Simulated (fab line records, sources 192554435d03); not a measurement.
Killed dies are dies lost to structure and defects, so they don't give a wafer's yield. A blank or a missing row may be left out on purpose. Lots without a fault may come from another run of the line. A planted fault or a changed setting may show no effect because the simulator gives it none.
One fault seen from 2 desks | flow n5_finfet | each desk has only its own numbers; what lay behind them comes last

THE METROLOGY DESK
What the gauges read, lot by lot, whatever tool the lot ran on: means of the sampled wafers that have a number. A lot is out of limits, marked OUT, if its mean lies more than 4 standard deviations from the usual mean; the brackets give that distance. Of its 12 readings 7 are shown: those that lie furthest out on some lot.
Columns: A = M2_OVL at N5_BEOL_M2_OVL_MEAS_12, usual -0.7 nm; B = IOFF_N at N5_BEOL_M4_RC_MEAS_101, usual 0.160 nA/um; C = IOFF_P at N5_BEOL_M4_RC_MEAS_101, usual 0.22 nA/um; D = ION_N at N5_BEOL_M4_RC_MEAS_101, usual 674 uA/um; E = ION_P at N5_BEOL_M4_RC_MEAS_101, usual 464 uA/um; F = SS_P at N5_BEOL_M4_RC_MEAS_101, usual 73.3 mV/dec; G = VT_N at N5_BEOL_M4_RC_MEAS_101, usual 249.5 mV
lot  | first seen here | A    | B     | C    | D   | E   | F    | G
L234 | day 7 02:20     | 0.4  | 0.200 | 0.26 | 682 | 471 | 74.2 | 246.5
L236 | day 7 06:02     | 0.4  | 0.135 | 0.18 | 663 | 456 | 73.1 | 251.9
L238 | day 7 12:20     | -2.0 | 0.130 | 0.18 | 659 | 458 | 73.2 | 254.2
L241 | day 8 17:10     | -0.9 | 0.186 | 0.25 | 683 | 468 | 73.7 | 247.2
L248 | day 11 04:11    | -0.3 | 0.179 | 0.25 | 681 | 468 | 73.6 | 246.7
L247 | day 11 04:22    | -1.4 | 0.184 | 0.23 | 683 | 464 | 74.0 | 247.7
L251 | day 11 09:52    | -1.4 | 0.168 | 0.26 | 675 | 469 | 73.6 | 247.5
L253 | day 11 13:23    | 0.2  | 0.189 | 0.27 | 684 | 475 | 73.9 | 246.0
L254 | day 12 03:17    | -0.5 | 0.168 | 0.22 | 674 | 462 | 73.4 | 248.5
L255 | day 12 07:01    | -0.8 | 0.162 | 0.23 | 685 | 473 | 73.3 | 247.0
This desk's finding: nothing out of limits on any of the 10 lots.

THE TOOL OWNER'S DESK: rie_diel-01
The tool's own readings at N5_BEOL_M2_ETCH_74 (etches underlayer in N2/H2, target depth 6.5 nm, time 5.2 s): means of the sampled wafers that have a number, for each lot that ran on this tool. A lot is out of limits, marked OUT, if its mean lies more than 4 standard deviations from the usual mean; the brackets give that distance.
Columns: A = bias_w at N5_BEOL_M2_ETCH_74, usual 149.9 W; B = drypump_motor_current_A at N5_BEOL_M2_ETCH_74, usual 5.6 A; C = etch_rf_on_time_s at N5_BEOL_M2_ETCH_74, usual 5.23 s; D = oes_product_au at N5_BEOL_M2_ETCH_74, usual 0.69 a.u.; E = rf_vpp_V at N5_BEOL_M2_ETCH_74, usual 524 V; F = showerhead_plenum_p_Torr at N5_BEOL_M2_ETCH_74, usual 2.55 Torr; G = throttle_valve_pct at N5_BEOL_M2_ETCH_74, usual 17.86 %
lot  | first seen here | A     | B   | C              | D    | E   | F    | G
L236 | day 7 06:30     | 149.4 | 5.7 | 5.30           | 0.66 | 522 | 2.48 | 17.91
L238 | day 7 12:30     | 150.0 | 5.8 | 6.37 (+14) OUT | 0.61 | 522 | 2.48 | 17.91
L241 | day 8 17:20     | 150.1 | 5.8 | 7.93 (+32) OUT | 0.53 | 523 | 2.47 | 17.91
L248 | day 11 04:21    | 150.2 | 5.8 | 5.26           | 0.63 | 521 | 2.43 | 17.89
L247 | day 11 04:43    | 149.9 | 5.9 | 5.18           | 0.64 | 521 | 2.44 | 17.88
L255 | day 12 07:15    | 150.0 | 5.8 | 5.23           | 0.63 | 520 | 2.43 | 17.89
This desk's finding: out of limits on L238, L241; first on L238, day 7 12:30 (etch_rf_on_time_s at N5_BEOL_M2_ETCH_74). In limits: L236, L248, L247, L255.

PUT TOGETHER
The tool owner's desk could have raised an alarm at day 7 12:30, on L238, L241.
The metrology desk saw nothing out of limits.
The metrology desk has L238, L241 on record, within its limits.
Of the lots named, all ran N5_BEOL_M2_ETCH_74 on rie_diel-01.

WHAT THE SIMULATOR HAD PUT IN
Process parameter drift: rie_diel-01, from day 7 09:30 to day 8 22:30, at N5_BEOL_M2_ETCH_74. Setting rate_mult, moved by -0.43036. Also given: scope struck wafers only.
Lots struck among those shown: L238, L241.
Hours from the fault's start to each desk's first reading out of limits: the tool owner's desk, 3.
